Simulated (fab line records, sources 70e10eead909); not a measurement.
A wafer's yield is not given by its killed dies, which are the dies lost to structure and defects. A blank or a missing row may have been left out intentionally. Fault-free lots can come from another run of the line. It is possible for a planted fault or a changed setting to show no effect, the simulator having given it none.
Which tool is to blame? -- flow nand_harc -- 24 lots, 72 wafers sampled, at 6 steps of a route of 1159

## WHAT THE GAUGES READ, wafer by wafer
NHARC_P_CONTACT_CD_MEAS_19.
lot,measured,on,cd_nm (nm)
L074,day 5 15:54,cd_sem-02,87.6 86.2 88.9
L075,day 6 01:31,cd_sem-02,89.3 87.7 88.3
L077,day 6 03:58,cd_sem-02,87.5 90.4 88.9
L076,day 6 04:41,cd_sem-01,89.9 88.7 87.6
L078,day 6 11:20,cd_sem-01,91.3 89.5 90.9
L079,day 7 00:50,cd_sem-02,89.9 87.7 88.2
L081,day 7 00:34,cd_sem-03,90.1 88.1 90.0
L080,day 7 01:42,cd_sem-02,92.2 91.9 89.0
L082,day 7 18:35,cd_sem-03,89.6 89.6 91.6
L083,day 7 21:11,cd_sem-01,88.4 91.1 89.2
L084,day 8 01:38,cd_sem-03,89.0 89.7 92.0
L085,day 8 03:29,cd_sem-02,91.2 87.6 90.9
L088,day 8 18:40,cd_sem-01,93.8 88.9 91.3
L087,day 8 19:05,cd_sem-01,88.7 88.4 87.4
L086,day 8 19:41,cd_sem-01,90.2 89.0 91.8
L089,day 9 10:33,cd_sem-03,90.8 91.3 90.7
L090,day 9 11:29,cd_sem-01,88.6 89.6 88.3
L091,day 9 18:17,cd_sem-01,88.1 90.3 92.3
L092,day 10 04:22,cd_sem-03,89.5 89.3 89.1
L093,day 10 08:50,cd_sem-03,90.3 92.9 89.1
L094,day 10 16:16,cd_sem-03,90.2 89.7 91.1
L095,day 10 22:10,cd_sem-03,91.4 91.5 89.9
L096,day 11 02:05,cd_sem-02,90.5 90.1 90.1
L097,day 11 11:07,cd_sem-02,91.2 91.5 91.8

NHARC_P_M0_INSPECT_27.
lot,measured,on,raw_defect_count
L074,day 6 01:00,defect_inspect-01,295 168 572
L075,day 6 12:45,defect_inspect-01,820 390 336
L077,day 6 22:40,defect_inspect-02,222 273 248
L076,day 6 23:13,defect_inspect-01,296 525 221
L078,day 7 00:27,defect_inspect-02,309 529 333
L079,day 7 06:34,defect_inspect-02,204 363 273
L081,day 7 06:19,defect_inspect-02,287 222 314
L080,day 7 10:01,defect_inspect-01,253 200 214
L082,day 8 00:32,defect_inspect-01,378 222 223
L083,day 8 07:48,defect_inspect-02,382 498 345
L084,day 8 08:56,defect_inspect-01,242 388 354
L085,day 8 15:32,defect_inspect-01,262 384 244
L088,day 9 04:38,defect_inspect-01,537 362 757
L087,day 9 07:11,defect_inspect-02,302 233 405
L086,day 9 07:34,defect_inspect-02,526 243 288
L089,day 9 16:22,defect_inspect-02,360 232 316
L090,day 9 17:28,defect_inspect-02,228 188 195
L091,day 10 00:25,defect_inspect-02,265 131 268
L092,day 10 10:25,defect_inspect-02,176 150 172
L093,day 10 14:31,defect_inspect-01,236 327 324
L094,day 11 02:02,defect_inspect-02,281 179 240
L095,day 11 06:43,defect_inspect-01,298 330 327
L096,day 11 08:09,defect_inspect-01,214 279 340
L097,day 11 20:06,defect_inspect-02,201 166 298

NHARC_P_M1_CD_MEAS_09: the cd target is 130 nm.
lot,measured,on,cd_nm (nm)
L074,day 6 02:24,cd_sem-03,130.1 130.1 130.3
L075,day 6 14:01,cd_sem-01,128.8 129.8 130.2
L077,day 7 00:08,cd_sem-03,130.1 129.0 129.4
L076,day 7 00:37,cd_sem-02,129.3 130.7 129.3
L078,day 7 01:54,cd_sem-01,130.3 130.2 129.7
L079,day 7 08:00,cd_sem-03,130.1 129.4 129.2
L081,day 7 07:34,cd_sem-03,129.2 129.2 129.8
L080,day 7 12:15,cd_sem-01,129.4 129.9 129.5
L082,day 8 02:03,cd_sem-01,129.4 130.0 128.8
L083,day 8 09:04,cd_sem-02,129.2 130.0 129.0
L084,day 8 10:13,cd_sem-02,129.2 129.0 130.2
L085,day 8 16:56,cd_sem-01,129.6 129.2 129.0
L088,day 9 06:01,cd_sem-01,130.0 130.0 130.3
L087,day 9 08:38,cd_sem-01,130.7 130.8 130.9
L086,day 9 09:02,cd_sem-03,131.2 130.4 130.6
L089,day 9 17:45,cd_sem-01,130.2 130.2 129.6
L090,day 9 18:52,cd_sem-03,129.2 129.4 129.2
L091,day 10 01:40,cd_sem-03,129.7 130.4 130.4
L092,day 10 11:41,cd_sem-03,129.2 129.6 129.2
L093,day 10 15:46,cd_sem-01,129.5 129.7 129.6
L094,day 11 03:36,cd_sem-02,130.3 131.4 130.8
L095,day 11 08:16,cd_sem-01,129.3 129.0 128.9
L096,day 11 09:31,cd_sem-03,130.2 130.3 130.4
L097,day 11 21:31,cd_sem-03,131.6 130.7 130.8

## WHAT TOOL EACH LOT RAN ON (gives the tool, then ch and the chambers of the sampled wafers, and finally the start)
lot,NHARC_P_GATE_STRIP_76,NHARC_P_GATE_RTA_80,NHARC_P_CONTACT_STRIP_28
L074,"plasma_asher-02 ch 0,1, day 5 09:09","rtp_anneal-01 ch 0, day 5 12:34","rie_diel-08 ch 2,3, day 5 15:59"
L075,"plasma_asher-02 ch 0,1, day 5 18:32","rtp_anneal-01 ch 0, day 5 22:02","rie_diel-08 ch 1,2,3, day 6 01:37"
L077,"plasma_asher-02 ch 0,1, day 5 21:25","rtp_anneal-02 ch 0, day 6 00:37","rie_diel-10 ch 0,2,3, day 6 04:03"
L076,"plasma_asher-01 ch 0,1, day 5 21:56","rtp_anneal-02 ch 0, day 6 01:29","rie_diel-08 ch 1,2, day 6 04:46"
L078,"plasma_asher-02 ch 0,1, day 6 04:05","rtp_anneal-01 ch 0, day 6 07:44","rie_diel-10 ch 0,2,3, day 6 11:28"
L079,"plasma_asher-01 ch 0,1, day 6 17:11","rtp_anneal-02 ch 0, day 6 20:49","rie_diel-04 ch 0,3, day 7 00:55"
L081,"plasma_asher-02 ch 0,1, day 6 17:41","rtp_anneal-01 ch 0, day 6 21:15","rie_diel-08 ch 0,1,2, day 7 00:38"
L080,"plasma_asher-01 ch 0,1, day 6 17:58","rtp_anneal-01 ch 0, day 6 21:34","rie_diel-04 ch 0,2,3, day 7 01:48"
L082,"plasma_asher-01 ch 0,1, day 7 11:28","rtp_anneal-01 ch 0, day 7 15:09","rie_diel-04 ch 1,2,3, day 7 18:43"
L083,"plasma_asher-02 ch 0,1, day 7 14:30","rtp_anneal-02 ch 0, day 7 17:46","rie_diel-08 ch 0,1,3, day 7 21:19"
L084,"plasma_asher-02 ch 0,1, day 7 18:56","rtp_anneal-01 ch 0, day 7 22:17","rie_diel-08 ch 0,1,2, day 8 01:43"
L085,"plasma_asher-02 ch 0,1, day 7 20:28","rtp_anneal-02 ch 0, day 8 00:01","rie_diel-08 ch 0,1,2, day 8 03:34"
L088,"plasma_asher-01 ch 0,1, day 8 12:01","rtp_anneal-02 ch 0, day 8 15:25","rie_diel-08 ch 0,2,3, day 8 18:46"
L087,"plasma_asher-02 ch 0,1, day 8 12:11","rtp_anneal-02 ch 0, day 8 15:40","rie_diel-08 ch 0,1,2, day 8 19:11"
L086,"plasma_asher-01 ch 0,1, day 8 12:31","rtp_anneal-02 ch 0, day 8 16:20","rie_diel-08 ch 1,2, day 8 19:48"
L089,"plasma_asher-01 ch 0,1, day 9 03:38","rtp_anneal-01 ch 0, day 9 07:08","rie_diel-10 ch 0,3, day 9 10:37"
L090,"plasma_asher-01 ch 0, day 9 04:37","rtp_anneal-02 ch 0, day 9 08:08","rie_diel-08 ch 1,2,3, day 9 11:35"
L091,"plasma_asher-02 ch 0,1, day 9 11:25","rtp_anneal-01 ch 0, day 9 14:41","rie_diel-04 ch 0,1,3, day 9 18:22"
L092,"plasma_asher-02 ch 0,1, day 9 21:28","rtp_anneal-02 ch 0, day 10 00:55","rie_diel-08 ch 2,3, day 10 04:27"
L093,"plasma_asher-02 ch 0,1, day 10 02:05","rtp_anneal-02 ch 0, day 10 05:31","rie_diel-04 ch 0,1,3, day 10 08:55"
L094,"plasma_asher-01 ch 0,1, day 10 09:24","rtp_anneal-02 ch 0, day 10 12:54","rie_diel-04 ch 0,2,3, day 10 16:20"
L095,"plasma_asher-01 ch 0,1, day 10 12:14","rtp_anneal-02 ch 0, day 10 19:00","rie_diel-04 ch 0,1, day 10 22:16"
L096,"plasma_asher-01 ch 0,1, day 10 18:56","rtp_anneal-01 ch 0, day 10 22:38","rie_diel-08 ch 0,1,3, day 11 02:11"
L097,"plasma_asher-01 ch 0,1, day 11 04:06","rtp_anneal-02 ch 0, day 11 07:32","rie_diel-04 ch 1,2,3, day 11 11:11"
- NHARC_P_GATE_STRIP_76: strips in O2.
- NHARC_P_GATE_RTA_80: time 30 s.
- NHARC_P_CONTACT_STRIP_28: strips in O2.

## AS READ BY THE TOOLS THEMSELVES (means over the sampled wafers that have a number; for cases with no such wafer, the mark the record gives instead)
NHARC_P_GATE_STRIP_76.
lot,tool,drypump_motor_current_A (A),heater_power_w (W)
L074,plasma_asher-02,5.9,327
L075,plasma_asher-02,5.7,345
L077,plasma_asher-02,5.8,323
L076,plasma_asher-01,5.6,333
L078,plasma_asher-02,5.8,328
L079,plasma_asher-01,5.2,296
L081,plasma_asher-02,5.8,326
L080,plasma_asher-01,5.2,295
L082,plasma_asher-01,5.2,298
L083,plasma_asher-02,5.8,327
L084,plasma_asher-02,5.7,337
L085,plasma_asher-02,5.9,330
L088,plasma_asher-01,5.2,298
L087,plasma_asher-02,5.8,329
L086,plasma_asher-01,5.2,294
L089,plasma_asher-01,5.6,326
L090,plasma_asher-01,5.9,359
L091,plasma_asher-02,5.7,335
L092,plasma_asher-02,5.8,321
L093,plasma_asher-02,5.7,335
L094,plasma_asher-01,5.5,331
L095,plasma_asher-01,5.6,328
L096,plasma_asher-01,5.6,330
L097,plasma_asher-01,5.6,325

NHARC_P_GATE_RTA_80.
lot,tool,lamp_power_pct (%),lamp_zone_7_pct (%),wafer_temp_C_max
L074,rtp_anneal-01,1.93,2.03,300.7
L075,rtp_anneal-01,1.93,2.02,301.2
L077,rtp_anneal-02,2.41,2.53,302.4
L076,rtp_anneal-02,2.41,2.53,302.0
L078,rtp_anneal-01,1.93,2.02,300.6
L079,rtp_anneal-02,2.41,2.53,302.4
L081,rtp_anneal-01,1.93,2.02,300.8
L080,rtp_anneal-01,1.93,2.02,300.5
L082,rtp_anneal-01,1.93,2.02,300.7
L083,rtp_anneal-02,2.41,2.53,302.2
L084,rtp_anneal-01,1.93,2.03,300.8
L085,rtp_anneal-02,2.41,2.53,301.9
L088,rtp_anneal-02,2.41,2.53,302.5
L087,rtp_anneal-02,2.41,2.53,302.4
L086,rtp_anneal-02,2.41,2.53,302.5
L089,rtp_anneal-01,1.93,2.03,301.1
L090,rtp_anneal-02,2.41,2.53,302.2
L091,rtp_anneal-01,1.94,2.03,301.3
L092,rtp_anneal-02,2.41,2.52,302.4
L093,rtp_anneal-02,2.41,2.53,302.4
L094,rtp_anneal-02,2.41,2.53,302.6
L095,rtp_anneal-02,2.41,2.52,302.1
L096,rtp_anneal-01,1.94,2.03,301.0
L097,rtp_anneal-02,2.41,2.53,302.3

NHARC_P_CONTACT_STRIP_28.
lot,tool,chamber_pressure_mTorr (mTorr),drypump_motor_current_A (A),oes_product_au (a.u.),rf_vpp_V (V),showerhead_plenum_p_Torr (Torr),throttle_valve_pct (%)
L074,rie_diel-08,60.05,5.5,0.988,58.9,3.72,17.040
L075,rie_diel-08,59.98,5.7,0.996,57.5,3.66,17.041
L077,rie_diel-10,60.04,6.2,0.995,57.9,3.57,17.041
L076,rie_diel-08,59.90,5.4,1.001,57.4,3.64,17.047
L078,rie_diel-10,59.98,6.2,1.008,58.1,3.57,17.036
L079,rie_diel-04,60.01,6.2,0.984,57.1,3.39,17.038
L081,rie_diel-08,60.00,5.8,1.000,58.9,3.59,17.030
L080,rie_diel-04,59.97,6.0,0.994,57.2,3.47,17.041
L082,rie_diel-04,59.96,5.9,0.997,56.8,3.46,17.034
L083,rie_diel-08,60.00,6.1,0.988,58.7,3.60,17.037
L084,rie_diel-08,59.96,5.8,0.993,58.1,3.59,17.036
L085,rie_diel-08,59.98,5.8,1.006,58.2,3.59,17.034
L088,rie_diel-08,60.04,5.6,0.999,58.4,3.65,17.040
L087,rie_diel-08,60.00,5.8,0.994,58.4,3.59,17.032
L086,rie_diel-08,60.02,5.9,0.998,57.7,3.60,17.036
L089,rie_diel-10,60.01,6.1,1.022,57.5,3.43,17.041
L090,rie_diel-08,60.02,5.7,0.998,58.2,3.65,17.037
L091,rie_diel-04,59.98,6.1,0.991,57.1,3.38,17.039
L092,rie_diel-08,59.82,5.3,1.003,58.5,3.70,17.036
L093,rie_diel-04,60.02,6.1,1.000,58.6,3.38,17.031
L094,rie_diel-04,60.03,6.0,0.999,57.0,3.46,17.022
L095,rie_diel-04,60.02,5.7,0.994,58.2,3.38,17.024
L096,rie_diel-08,59.95,6.1,0.987,57.3,3.60,17.024
L097,rie_diel-04,59.95,5.9,1.003,58.2,3.45,17.040

## THE ANSWER, worked out from the rows above alone
Rule: usual is defined by the lots themselves. Put in order of their means at a reading, lots are off if they are a third of the lots or fewer, leave a main group of 4 or more, and stand apart from it by a gap of 3 or more times the standard deviation of the main group's means; of several such gaps the widest counts. If all means in a main group match to the digits the tables above print for the reading, that group is not used. A lot without any number at a reading at which 4 lots or more have one is off too. The other lots that the step has rows for count as sound. Order of review: gauges by route order, followed by the tools' own readings, for which a lot's mean as printed above is used. At the first step where some lot is off, the reading lying furthest off is the one used; lots without a number count as furthest.
No lot is off on any of the readings shown, so nothing can be concluded from this.

## WHAT HAD BEEN PUT IN BY THE SIMULATOR
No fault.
